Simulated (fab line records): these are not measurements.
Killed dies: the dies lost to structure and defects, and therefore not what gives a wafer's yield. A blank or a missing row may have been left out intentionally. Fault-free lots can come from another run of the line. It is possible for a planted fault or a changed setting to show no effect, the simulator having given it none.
Chamber matching -- flow n5_finfet -- N5_BEOL_M4_DESCUM_33 on rie_diel-04: 4 sister chambers
The step chemistry O2, time 7 s. 4 wafers are shown with their chamber, then 8 later ones without.

== EACH WAFER AND ITS CHAMBER ==
wafer,chamber,drypump_motor_current_A (A)
L077.3,0,5.5
L080.2,1,6.1
L082.6,3,5.7
L084.3,2,5.9

== WAFERS MISSING THEIR CHAMBER ==
wafer,drypump_motor_current_A (A)
L084.5,5.9
L084.6,6.1
L095.2,5.5
L095.3,5.8
L095.5,5.8
L096.2,5.5
L096.4,5.7
L096.6,5.8

== WHICH CHAMBER EACH WENT THROUGH ==
wafer,from the rows above,in truth
L084.5,2,2
L084.6,1,1
L095.2,0,0
L095.3,can't be placed: 3 or 2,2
L095.5,can't be placed: 3 or 2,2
L096.2,0,0
L096.4,3,3
L096.6,can't be placed: 3 or 2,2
Correctly placed: 5 of 8. From these rows, 3 cannot be placed; in 3 the true chamber is one of the candidates. Placed wrongly: 0.
How it was worked out, from the rows above alone: a wafer's distance from a chamber is the root of the sum, over the readings, of the square of ((its reading less the chamber's mean) divided by the reading's scatter). If the next closest chamber is less than 2 further off than the closest, the wafer can't be placed; otherwise it belongs to the closest. A chamber's mean is the mean of its shown wafers. The scatter: root of mean squared gap, hidden wafer to nearest shown wafer, with one shown wafer a chamber.
